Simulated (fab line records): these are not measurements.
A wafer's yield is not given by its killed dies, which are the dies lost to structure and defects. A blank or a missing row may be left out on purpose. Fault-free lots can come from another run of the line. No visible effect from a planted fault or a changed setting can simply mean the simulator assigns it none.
Tool commonality check :: flow nand_harc :: Sampled: 14 lots, 48 wafers

## THE REASON FOR OPENING IT
Flagged at NHARC_A_ONON_D2_THK_MEAS_02: reading thk_nm, on 2 of 14 lots. Wafers without a fault read 1004 nm, standard deviation 7.1.
Rule: a lot is flagged in two cases, either no wafer of it has a number, or all its wafers with numbers fall more than 4 standard deviations from that mean. The other lots count as sound.

lot: L897
measured: day 12 10:49
on: film_metro-01
thk_nm (nm), wafer by wafer: 990 992 992
flag: 

lot: L900
measured: day 13 19:32
on: film_metro-02
thk_nm (nm), wafer by wafer: 1809 1811 1812 1811 1813 1813
flag: FLAGGED

lot: L901
measured: day 14 01:14
on: film_metro-01
thk_nm (nm), wafer by wafer: 1011 1009 1012
flag: 

lot: L903
measured: day 14 19:59
on: film_metro-01
thk_nm (nm), wafer by wafer: 1816 1814 1815 1812 1812 1813
flag: FLAGGED

lot: L910
measured: day 17 15:53
on: film_metro-01
thk_nm (nm), wafer by wafer: 1007 1004 1006
flag: 

lot: L911
measured: day 18 13:35
on: film_metro-02
thk_nm (nm), wafer by wafer: 1007 1008 1009
flag: 

lot: L912
measured: day 18 19:02
on: film_metro-01
thk_nm (nm), wafer by wafer: 1007 1010 1009
flag: 

lot: L916
measured: day 19 15:14
on: film_metro-01
thk_nm (nm), wafer by wafer: 999 999 998
flag: 

lot: L914
measured: day 19 15:14
on: film_metro-02
thk_nm (nm), wafer by wafer: 1003 1002 1002
flag: 

lot: L915
measured: day 19 15:24
on: film_metro-02
thk_nm (nm), wafer by wafer: 1011 1009 1010
flag: 

lot: L917
measured: day 20 12:21
on: film_metro-01
thk_nm (nm), wafer by wafer: 1006 1005 1005
flag: 

lot: L919
measured: day 21 08:35
on: film_metro-01
thk_nm (nm), wafer by wafer: 1002 1002 1002
flag: 

lot: L918
measured: day 21 08:35
on: film_metro-02
thk_nm (nm), wafer by wafer: 1002 1000 999
flag: 

lot: L920
measured: day 21 22:35
on: film_metro-02
thk_nm (nm), wafer by wafer: 999 1001 1000
flag: 
Flagged lots average 1813 nm: +809 nm relative to the usual, that is +99 or more standard deviations.

## WHICH TOOL EACH LOT WENT THROUGH
The record holds 3 process steps before the reading, out of a route of 1302 steps. Each cell gives the tool, then ch followed by the chambers the sampled wafers passed through, then the start.
lot: L897
flag: 
NHARC_A_CHANNEL_FILL_D1_ALD_25: ald_hk-04 ch 0,2,3, day 10 15:23
NHARC_A_DECK1_JOINT_DEP_16: pecvd-02 ch 0,1,2, day 12 09:59
NHARC_A_ONON_D2_DEP_00: pecvd_onon-04 ch 0, day 12 10:19

lot: L900
flag: FLAGGED
NHARC_A_CHANNEL_FILL_D1_ALD_25: ald_hk-03 ch 0,1,3, day 11 14:50
NHARC_A_DECK1_JOINT_DEP_16: pecvd-02 ch 1,2, day 13 18:40
NHARC_A_ONON_D2_DEP_00: pecvd_onon-04 ch 0, day 13 19:08

lot: L901
flag: 
NHARC_A_CHANNEL_FILL_D1_ALD_25: ald_hk-01 ch 0,2,3, day 11 21:59
NHARC_A_DECK1_JOINT_DEP_16: pecvd-03 ch 0,1,2, day 14 00:21
NHARC_A_ONON_D2_DEP_00: pecvd_onon-01 ch 0, day 14 00:44

lot: L903
flag: FLAGGED
NHARC_A_CHANNEL_FILL_D1_ALD_25: ald_hk-01 ch 0,1,2, day 12 18:44
NHARC_A_DECK1_JOINT_DEP_16: pecvd-03 ch 0,1,2, day 14 19:06
NHARC_A_ONON_D2_DEP_00: pecvd_onon-04 ch 0, day 14 19:32

lot: L910
flag: 
NHARC_A_CHANNEL_FILL_D1_ALD_25: ald_hk-03 ch 2,3, day 15 18:28
NHARC_A_DECK1_JOINT_DEP_16: pecvd-03 ch 0,1,2, day 17 15:01
NHARC_A_ONON_D2_DEP_00: pecvd_onon-04 ch 0, day 17 15:29

lot: L911
flag: 
NHARC_A_CHANNEL_FILL_D1_ALD_25: ald_hk-01 ch 0,3, day 16 13:02
NHARC_A_DECK1_JOINT_DEP_16: pecvd-03 ch 0,1, day 18 12:41
NHARC_A_ONON_D2_DEP_00: pecvd_onon-04 ch 0, day 18 13:04

lot: L912
flag: 
NHARC_A_CHANNEL_FILL_D1_ALD_25: ald_hk-03 ch 1,3, day 16 19:37
NHARC_A_DECK1_JOINT_DEP_16: pecvd-02 ch 1,2, day 18 18:13
NHARC_A_ONON_D2_DEP_00: pecvd_onon-04 ch 0, day 18 18:32

lot: L916
flag: 
NHARC_A_CHANNEL_FILL_D1_ALD_25: ald_hk-04 ch 1,2,3, day 17 19:50
NHARC_A_DECK1_JOINT_DEP_16: pecvd-04 ch 0,1, day 19 14:20
NHARC_A_ONON_D2_DEP_00: pecvd_onon-03 ch 0, day 19 14:43

lot: L914
flag: 
NHARC_A_CHANNEL_FILL_D1_ALD_25: ald_hk-04 ch 0,1,2, day 17 15:25
NHARC_A_DECK1_JOINT_DEP_16: pecvd-02 ch 0,1, day 19 14:22
NHARC_A_ONON_D2_DEP_00: pecvd_onon-04 ch 0, day 19 14:50

lot: L915
flag: 
NHARC_A_CHANNEL_FILL_D1_ALD_25: ald_hk-03 ch 0,1,2, day 17 18:00
NHARC_A_DECK1_JOINT_DEP_16: pecvd-04 ch 0,1, day 19 14:32
NHARC_A_ONON_D2_DEP_00: pecvd_onon-01 ch 0, day 19 14:53

lot: L917
flag: 
NHARC_A_CHANNEL_FILL_D1_ALD_25: ald_hk-03 ch 1,2,3, day 18 14:37
NHARC_A_DECK1_JOINT_DEP_16: pecvd-02 ch 0,1, day 20 11:28
NHARC_A_ONON_D2_DEP_00: pecvd_onon-04 ch 0, day 20 11:50

lot: L919
flag: 
NHARC_A_CHANNEL_FILL_D1_ALD_25: ald_hk-01 ch 0,1,2, day 19 10:29
NHARC_A_DECK1_JOINT_DEP_16: pecvd-02 ch 0,2, day 21 07:41
NHARC_A_ONON_D2_DEP_00: pecvd_onon-04 ch 0, day 21 08:08

lot: L918
flag: 
NHARC_A_CHANNEL_FILL_D1_ALD_25: ald_hk-03 ch 0,3, day 19 08:47
NHARC_A_DECK1_JOINT_DEP_16: pecvd-04 ch 0,1,2, day 21 07:43
NHARC_A_ONON_D2_DEP_00: pecvd_onon-03 ch 0, day 21 08:08

lot: L920
flag: 
NHARC_A_CHANNEL_FILL_D1_ALD_25: ald_hk-04 ch 1,2,3, day 20 01:26
NHARC_A_DECK1_JOINT_DEP_16: pecvd-04 ch 0,2, day 21 21:42
NHARC_A_ONON_D2_DEP_00: pecvd_onon-03 ch 0, day 21 22:08
These steps, and what they do:
- NHARC_A_CHANNEL_FILL_D1_ALD_25: deposits SiOx, target thk 60 nm, pulse time 10 s, ald cycles 600.
- NHARC_A_DECK1_JOINT_DEP_16: deposits SiO2, target thk 45 nm.
- NHARC_A_ONON_D2_DEP_00: target thk 1000 nm.
- NHARC_A_ONON_D2_THK_MEAS_02: measures by ellipsometry.

## FLAGGED AGAINST TOTAL, ONE TOOL AT A TIME (gauges that did the reading follow at the end)
step: NHARC_A_CHANNEL_FILL_D1_ALD_25
tool: ald_hk-01
lots run: 4
flagged: 1
share of the flagged lots: some
sound lots run after its first flagged lot: 2 (L911,L919)

step: NHARC_A_CHANNEL_FILL_D1_ALD_25
tool: ald_hk-03
lots run: 6
flagged: 1
share of the flagged lots: some
sound lots run after its first flagged lot: 5 (L910,L912,L915,L917,L918)

step: NHARC_A_CHANNEL_FILL_D1_ALD_25
tool: ald_hk-04
lots run: 4
flagged: 0
share of the flagged lots: none
sound lots run after its first flagged lot: -

step: NHARC_A_DECK1_JOINT_DEP_16
tool: pecvd-02
lots run: 6
flagged: 1
share of the flagged lots: some
sound lots run after its first flagged lot: 4 (L912,L914,L917,L919)

step: NHARC_A_DECK1_JOINT_DEP_16
tool: pecvd-03
lots run: 4
flagged: 1
share of the flagged lots: some
sound lots run after its first flagged lot: 2 (L910,L911)

step: NHARC_A_DECK1_JOINT_DEP_16
tool: pecvd-04
lots run: 4
flagged: 0
share of the flagged lots: none
sound lots run after its first flagged lot: -

step: NHARC_A_ONON_D2_DEP_00
tool: pecvd_onon-01
lots run: 2
flagged: 0
share of the flagged lots: none
sound lots run after its first flagged lot: -

step: NHARC_A_ONON_D2_DEP_00
tool: pecvd_onon-03
lots run: 3
flagged: 0
share of the flagged lots: none
sound lots run after its first flagged lot: -

step: NHARC_A_ONON_D2_DEP_00
tool: pecvd_onon-04
lots run: 9
flagged: 2
share of the flagged lots: all
sound lots run after its first flagged lot: 6 (L910,L911,L912,L914,L917,L919)

step: NHARC_A_ONON_D2_THK_MEAS_02
tool: film_metro-01
lots run: 8
flagged: 1
share of the flagged lots: some
sound lots run after its first flagged lot: 5 (L910,L912,L916,L917,L919)

step: NHARC_A_ONON_D2_THK_MEAS_02
tool: film_metro-02
lots run: 6
flagged: 1
share of the flagged lots: some
sound lots run after its first flagged lot: 5 (L911,L914,L915,L918,L920)

## WHAT THE TABLE PERMITS
Rows of the table that ran each flagged lot: 1, that is pecvd_onon-04 at NHARC_A_ONON_D2_DEP_00.
- pecvd_onon-04 at NHARC_A_ONON_D2_DEP_00: 2 of its 9 lots flagged. After the first flagged lot (L910, L911, L912, L914, L917, L919), sound lots still ran on it; a lasting fault on the whole tool would not permit that.
None of the table's rows ran every flagged lot and, after the first, no sound lot.

## WHAT THE SIMULATOR PUT IN
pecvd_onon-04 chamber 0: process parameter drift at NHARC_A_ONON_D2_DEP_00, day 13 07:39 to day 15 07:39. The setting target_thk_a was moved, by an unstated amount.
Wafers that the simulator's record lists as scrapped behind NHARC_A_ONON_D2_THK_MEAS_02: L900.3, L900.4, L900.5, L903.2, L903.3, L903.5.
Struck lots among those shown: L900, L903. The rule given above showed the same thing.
